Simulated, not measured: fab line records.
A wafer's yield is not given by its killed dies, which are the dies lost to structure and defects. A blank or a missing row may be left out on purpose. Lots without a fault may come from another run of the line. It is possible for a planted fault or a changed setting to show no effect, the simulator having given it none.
What tool caused it? -- flow n5 finfet -- 10 lots with 30 wafers sampled at 2 steps, on a route of 1938 steps

== WHAT THE GAUGES SHOWED, per wafer ==
N5_BEOL_M12_OVL_MEAS_29. Usual: M12_OVL typically reads 1 nm, with standard deviation 5.6.
lot,measured,on,M12_OVL (nm),flag
L499,day 10 18:43,overlay-01,1 0 -1,
L502,day 11 17:05,overlay-02,3 0 0,
L500,day 12 00:20,overlay-01,2 3 -1,
L504,day 12 07:26,overlay-02,4 4 7,
L503,day 12 07:38,overlay-01,-17 -2 -1,
L507,day 13 08:53,overlay-01,-2 6 1,
L508,day 13 20:37,overlay-01,10 6 11,
L505,day 13 21:34,overlay-02,-11 5 -3,
L514,day 15 17:27,overlay-02,3 5 3,
L522,day 17 21:31,overlay-01,12 9 7,

== WHAT TOOL EACH LOT RAN ON (gives the tool, then ch and the chambers of the sampled wafers, and finally the start) ==
lot,N5_BEOL_M11_SURFACE_TREAT_76
L499,"pvd sputter-03, day 10 15:53"
L502,"pvd sputter-02, day 11 14:08"
L500,"pvd sputter-01, day 11 21:12"
L504,"pvd sputter-01, day 12 04:27"
L503,"pvd sputter-02, day 12 04:46"
L507,"pvd sputter-03, day 13 06:04"
L508,"pvd sputter-01, day 13 17:46"
L505,"pvd sputter-02, day 13 18:16"
L514,"pvd sputter-01, day 15 14:19"
L522,"pvd sputter-03, day 17 17:38"
- N5_BEOL_M11_SURFACE_TREAT_76

== AS READ BY THE TOOLS THEMSELVES (means over the sampled wafers that have a number; for cases with no such wafer, the mark the record gives instead) ==
The record holds no such reading with a usual standard deviation.

== THE ANSWER, worked out from the rows above alone ==
Rule: lot off if the mean of its wafers having a number is beyond 3 standard deviations from the usual mean. Also off: a lot with no number at a reading for which 4 or more lots have one. The other lots that the step has rows for count as sound. After the gauges, taken in route order, come the tools' own readings; for these a lot's mean is taken, as printed above. The first step at which some lot is off is used, and at that step the reading that is off furthest; a lot without a number counts as furthest.
Nothing can be told from this: no lot is off at any reading shown.

== WHAT HAD BEEN PUT IN BY THE SIMULATOR ==
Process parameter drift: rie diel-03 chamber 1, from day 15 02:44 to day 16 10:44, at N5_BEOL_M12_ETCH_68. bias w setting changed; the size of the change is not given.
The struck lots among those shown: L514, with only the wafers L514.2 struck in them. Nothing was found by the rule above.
